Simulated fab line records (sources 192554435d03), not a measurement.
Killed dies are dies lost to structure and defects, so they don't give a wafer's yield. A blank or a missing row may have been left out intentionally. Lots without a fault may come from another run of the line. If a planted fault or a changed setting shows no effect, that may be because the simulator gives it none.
Matching of chambers / flow n5_finfet / N5_BEOL_M13_ILD_DEP_00 on pecvd-03: 3 sister chambers
The step deposits SiOC from DEMS/O2, target thk 837.92 nm, time 166.4 s. 6 wafers are shown with their chamber, then 9 later ones without.

== WAFERS, EACH WITH ITS CHAMBER ==
wafer=L937.6; chamber=1; throttle_valve_pct (%)=12.4; showerhead_plenum_p_Torr (Torr)=5.690
wafer=L939.4; chamber=1; throttle_valve_pct (%)=12.5; showerhead_plenum_p_Torr (Torr)=5.704
wafer=L939.6; chamber=2; throttle_valve_pct (%)=11.8; showerhead_plenum_p_Torr (Torr)=5.676
wafer=L944.1; chamber=0; throttle_valve_pct (%)=11.8; showerhead_plenum_p_Torr (Torr)=5.701
wafer=L944.4; chamber=2; throttle_valve_pct (%)=11.7; showerhead_plenum_p_Torr (Torr)=5.661
wafer=L944.6; chamber=0; throttle_valve_pct (%)=11.9; showerhead_plenum_p_Torr (Torr)=5.702

== WAFERS WHOSE CHAMBER IS MISSING ==
wafer=L940.1; throttle_valve_pct (%)=12.5; showerhead_plenum_p_Torr (Torr)=5.708
wafer=L940.3; throttle_valve_pct (%)=11.9; showerhead_plenum_p_Torr (Torr)=5.679
wafer=L940.5; throttle_valve_pct (%)=12.4; showerhead_plenum_p_Torr (Torr)=5.700
wafer=L945.1; throttle_valve_pct (%)=11.7; showerhead_plenum_p_Torr (Torr)=5.666
wafer=L945.3; throttle_valve_pct (%)=12.6; showerhead_plenum_p_Torr (Torr)=5.695
wafer=L945.4; throttle_valve_pct (%)=12.6; showerhead_plenum_p_Torr (Torr)=5.705
wafer=L947.1; throttle_valve_pct (%)=11.6; showerhead_plenum_p_Torr (Torr)=5.728
wafer=L947.5; throttle_valve_pct (%)=12.0; showerhead_plenum_p_Torr (Torr)=5.713
wafer=L947.6; throttle_valve_pct (%)=11.6; showerhead_plenum_p_Torr (Torr)=5.678

== EACH ONE'S CHAMBER ==
wafer=L940.1; from the rows above=1; in truth=1
wafer=L940.3; from the rows above=can't be placed: 2 or 0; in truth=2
wafer=L940.5; from the rows above=1; in truth=1
wafer=L945.1; from the rows above=2; in truth=2
wafer=L945.3; from the rows above=1; in truth=1
wafer=L945.4; from the rows above=1; in truth=1
wafer=L947.1; from the rows above=0; in truth=0
wafer=L947.5; from the rows above=0; in truth=0
wafer=L947.6; from the rows above=2; in truth=2
Correct placement for 8 of the 9. Unplaceable from these rows: 1, with the true chamber sitting among the candidates in 1. Placed wrongly: 0.
How it was worked out, from the rows above alone: a wafer's distance from a chamber is the root of the sum, over the readings, of the square of ((its reading less the chamber's mean) divided by the reading's scatter). If the next closest chamber is less than 2 further off than the closest, the wafer can't be placed; otherwise it belongs to the closest. Each chamber's mean is taken over the wafers shown for it. How the scatter is found: for the shown wafers, subtract from each reading the mean of its chamber, square and add these, divide the total by (wafers less chambers), then take the root.
